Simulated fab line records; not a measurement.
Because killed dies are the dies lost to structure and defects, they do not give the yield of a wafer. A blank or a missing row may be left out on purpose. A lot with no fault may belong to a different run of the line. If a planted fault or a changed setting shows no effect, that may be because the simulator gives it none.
What tool caused it? + flow n5_finfet + 27 wafers sampled from 9 lots at 1 step of a route of 1938

== WHAT THE GAUGES READ, wafer by wafer ==
N5_BEOL_M4_RC_MEAS_101.
| lot  | measured     | on        | DIBL_N (mV/V)  |
|------|--------------|-----------|----------------|
| L637 | day 9 01:49  | prober-02 | 38.4 35.4 36.1 |
| L641 | day 10 08:01 | prober-01 | 33.4 35.6 37.1 |
| L640 | day 10 11:35 | prober-02 | 38.5 36.0 36.5 |
| L642 | day 10 14:26 | prober-01 | 36.7 38.7 34.5 |
| L646 | day 11 15:23 | prober-01 | 37.7 36.5 37.2 |
| L647 | day 11 17:02 | prober-02 | 37.9 36.5 36.5 |
| L648 | day 11 23:55 | prober-01 | 34.3 35.2 35.1 |
| L652 | day 13 10:12 | prober-01 | 34.7 34.3 37.2 |
| L654 | day 14 04:26 | prober-02 | 35.2 36.2 34.5 |

== WHICH TOOL RAN EACH LOT (tool, then ch and the chambers of the sampled wafers, then the start) ==
Record: no process step prior to these readings.

== THE ANSWER, worked out from the rows above alone ==
Rule: the lots themselves supply what counts as usual. Put in order of their means at a reading, lots are off if they are a third of the lots or fewer, leave a main group of 4 or more, and stand apart from it by a gap of 3 or more times the standard deviation of the main group's means; of several such gaps the widest counts. If all means in a main group match to the digits the tables above print for the reading, that group is not used. A lot without any number at a reading at which 4 lots or more have one is off too. Any other lot the step has rows for is counted as sound.
None of the lots is off at any reading shown; this tells nothing.

== WHAT HAD BEEN PUT IN BY THE SIMULATOR ==
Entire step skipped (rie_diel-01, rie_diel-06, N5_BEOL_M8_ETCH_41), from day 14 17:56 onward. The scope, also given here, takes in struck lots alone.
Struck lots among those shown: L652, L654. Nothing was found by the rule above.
